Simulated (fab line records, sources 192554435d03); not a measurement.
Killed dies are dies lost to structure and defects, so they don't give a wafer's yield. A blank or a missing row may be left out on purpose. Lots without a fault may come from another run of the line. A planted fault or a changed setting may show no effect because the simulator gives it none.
Split-lot experiment | flow n5_finfet | 7 lots, 21 wafers read, on a route of 1938 steps

THE SPLIT
At N5_BEOL_M5_ILD_DEP_00 (deposits SiCOH lowk from DEMS/porogen, target thk 140.64 nm, time 25.9 s), the setting time_s was moved away from the recipe's 25.9 s on 7 of the 21 wafers read, by -8.9% to +14.4%. The other wafers ran this setting at the recipe's value.

FROM THE SPLIT TO THE READING: what the file shows between them, 1 step
- N5_BEOL_M5_CURE_79: cures SiCOH lowk, time 240 s

THE READING
M5_ILD_THK, in nm, at N5_BEOL_M5_THK_MEAS_01. Fault-free wafers of this fab line usually give 120.9 nm, standard deviation 1.9 nm.

wafer  | tool, chamber at the split | time_s as run, s | against the recipe | M5_ILD_THK, nm | against lot-mates on the recipe
L077.1 | pecvd-04, 2                | 25.9             | recipe             | 122.1          | -
L077.2 | pecvd-04, 0                | 25.9             | recipe             | 120.5          | -
L077.6 | pecvd-04, 2                | 25.9             | recipe             | 124.9          | -
L081.1 | pecvd-04, 1                | 29.63            | +14.4%             | 134.4          | +13.9
L081.3 | pecvd-04, 2                | 29.63            | +14.4%             | 136.5          | +16.0
L081.4 | pecvd-04, 0                | 25.9             | recipe             | 120.5          | -
L084.1 | pecvd-03, 0                | 23.6             | -8.9%              | 110.1          | -11.0
L084.2 | pecvd-03, 1                | 23.6             | -8.9%              | 110.5          | -10.6
L084.5 | pecvd-03, 2                | 25.9             | recipe             | 121.1          | -
L085.1 | pecvd-03, 0                | 25.9             | recipe             | 119.1          | -
L085.3 | pecvd-03, 1                | 25.9             | recipe             | 121.0          | -
L085.4 | pecvd-03, 2                | 24.63            | -4.9%              | 115.8          | -4.2
L088.2 | pecvd-03, 0                | 27.7             | +6.9%              | 131.9          | +8.0
L088.5 | pecvd-03, 0                | 25.9             | recipe             | 123.9          | -
L088.6 | pecvd-03, 2                | 27.7             | +6.9%              | 131.1          | +7.2
L097.1 | pecvd-02, 2                | 25.9             | recipe             | 117.5          | -
L097.3 | pecvd-02, 1                | 25.9             | recipe             | 120.6          | -
L097.6 | pecvd-02, 2                | 25.9             | recipe             | 119.2          | -
L096.1 | pecvd-04, 0                | 25.9             | recipe             | 120.8          | -
L096.3 | pecvd-04, 2                | 25.9             | recipe             | 123.1          | -
L096.4 | pecvd-04, 0                | 25.9             | recipe             | 123.5          | -

THE FIT
A straight line over all 21 wafers: M5_ILD_THK changes by +1.12 nm for each +1% of time_s; r = +0.96; the points scatter about the line by 2 nm.
The same after taking each lot's own level away (the mean of its wafers on the recipe; 21 wafers): +1.08 nm for each +1%; r = +0.98; scatter 1.2 nm.
On that fit, the largest move of time_s shifts the reading by 16 nm.
The lots' own levels span 119.10 to 123.90 nm, that is 2.5 times the standard deviation above.
So the lot-to-lot level changes the slope little: the two slopes agree.
Check: with one of the wafers moved furthest among these (+14.4%) left out of the fit, the line predicts +16.2 nm for it against its lot-mates. It came out at +13.9 nm against them.

OTHER SPLITS ON THESE WAFERS
These wafers also went through other splits before the reading. Each is held against what the fit with the lots' levels taken away leaves over:
other split on the same wafers | wafers away from the commonest value | r with M5_ILD_THK (lot level and that fit taken away)
N5_BEOL_M2_ETCH_64 bias_w      | 6                                    | -0.14
N5_BEOL_M3_ILD_DEP_00 time_s   | 10                                   | -0.18
N5_BEOL_M4_EXPOSE_08 dose_mj   | 7                                    | -0.14

THE WHOLE CHAIN: every reading that the file lists as answering this split, in the file's order
step                   | what it does                                                             | reading                                                                                  | change (the file's fit)              | r (the file's)
N5_BEOL_M5_ILD_DEP_00  | deposits SiCOH lowk from DEMS/porogen, target thk 140.64 nm, time 25.9 s | SiCOH_lowk_of_BEOL_M5_ILD_DEP_00.thk_nm (the simulator's own value, which no gauge read) | +1.23 nm for each +1% of the setting | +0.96
N5_BEOL_M5_CURE_79     | cures SiCOH lowk, time 240 s                                             | SiCOH_lowk_of_BEOL_M5_ILD_DEP_00.thk_nm (the simulator's own value, which no gauge read) | +1.07 nm for each +1% of the setting | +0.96
N5_BEOL_M5_THK_MEAS_01 |                                                                          | M5_ILD_THK                                                                               | +1.08 for each +1% of the setting    | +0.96

THE FILE'S OWN FIT
M5_ILD_THK changes by +1.08 nm for each +1% of time_s, r = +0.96.
